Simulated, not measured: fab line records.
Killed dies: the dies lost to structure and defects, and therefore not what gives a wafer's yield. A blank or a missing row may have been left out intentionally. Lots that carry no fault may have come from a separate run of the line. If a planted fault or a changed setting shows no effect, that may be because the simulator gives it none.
Which tool was responsible?    flow n5-finfet    30 wafers from 10 lots sampled at 2 of the route's 1938 steps

== WHAT THE GAUGES SHOWED, per wafer ==
N5_BEOL_M5_CD_MEAS_11: the cd target is 27.74 nm.
lot   measured      on         cd-nm (nm)
L560  day 8 09:19   cd-sem-03  27.76 27.75 27.78
L561  day 8 10:39   cd-sem-03  28.10 28.05 27.96
L562  day 9 02:21   cd-sem-01  28.49 28.03 27.82
L569  day 10 07:27  cd-sem-03  26.72 27.08 26.63
L575  day 12 15:08  cd-sem-03  28.30 27.99 27.60
L576  day 12 17:44  cd-sem-02  27.67 27.69 27.99
L579  day 13 03:45  cd-sem-03  27.96 28.61 28.17
L582  day 13 22:39  cd-sem-03  27.80 27.68 27.58
L580  day 13 22:49  cd-sem-03  27.60 27.84 27.94
L581  day 14 01:07  cd-sem-02  28.20 27.93 27.84

== WHAT TOOL EACH LOT RAN ON (gives the tool, then ch and the chambers of the sampled wafers, and finally the start) ==
lot   N5_BEOL_M5_EXPOSE_08
L560  euv-scanner-01 ch 0, day 8 09:11
L561  euv-scanner-01 ch 0, day 8 10:32
L562  euv-scanner-01 ch 0, day 9 02:14
L569  euv-scanner-01 ch 0, day 10 07:20
L575  euv-scanner-02 ch 0, day 12 15:01
L576  euv-scanner-02 ch 0, day 12 17:37
L579  euv-scanner-02 ch 0, day 13 03:37
L582  euv-scanner-01 ch 0, day 13 22:32
L580  euv-scanner-02 ch 0, day 13 22:41
L581  euv-scanner-01 ch 0, day 14 00:59
- N5_BEOL_M5_EXPOSE_08: exposes mask M5, target cd 28 nm.

== THE ANSWER, worked out from the rows above alone ==
Rule: the usual values come from the lots themselves. The widest of any qualifying gaps counts: lots, ordered by their means at a reading, are off when they make up no more than a third of the lots, leave a main group of 4 or more, and stand apart from it by 3 or more times the standard deviation of that group's means. If all means in a main group match to the digits the tables above print for the reading, that group is not used. Also off: a lot with no number at a reading for which 4 or more lots have one. The other lots that the step has rows for count as sound.
Off at N5_BEOL_M5_CD_MEAS_11 (cd-nm): L569. For the main group the mean is 27.93 nm and the standard deviation 0.18.
If a tool, at a process step before that reading, ran all the lots that are off and no sound lot after the first of them, it fits. Gauges at N5_BEOL_M5_CD_MEAS_11: tried the same way as those tools. None of those tried fits.

== WHAT HAD BEEN PUT IN BY THE SIMULATOR ==
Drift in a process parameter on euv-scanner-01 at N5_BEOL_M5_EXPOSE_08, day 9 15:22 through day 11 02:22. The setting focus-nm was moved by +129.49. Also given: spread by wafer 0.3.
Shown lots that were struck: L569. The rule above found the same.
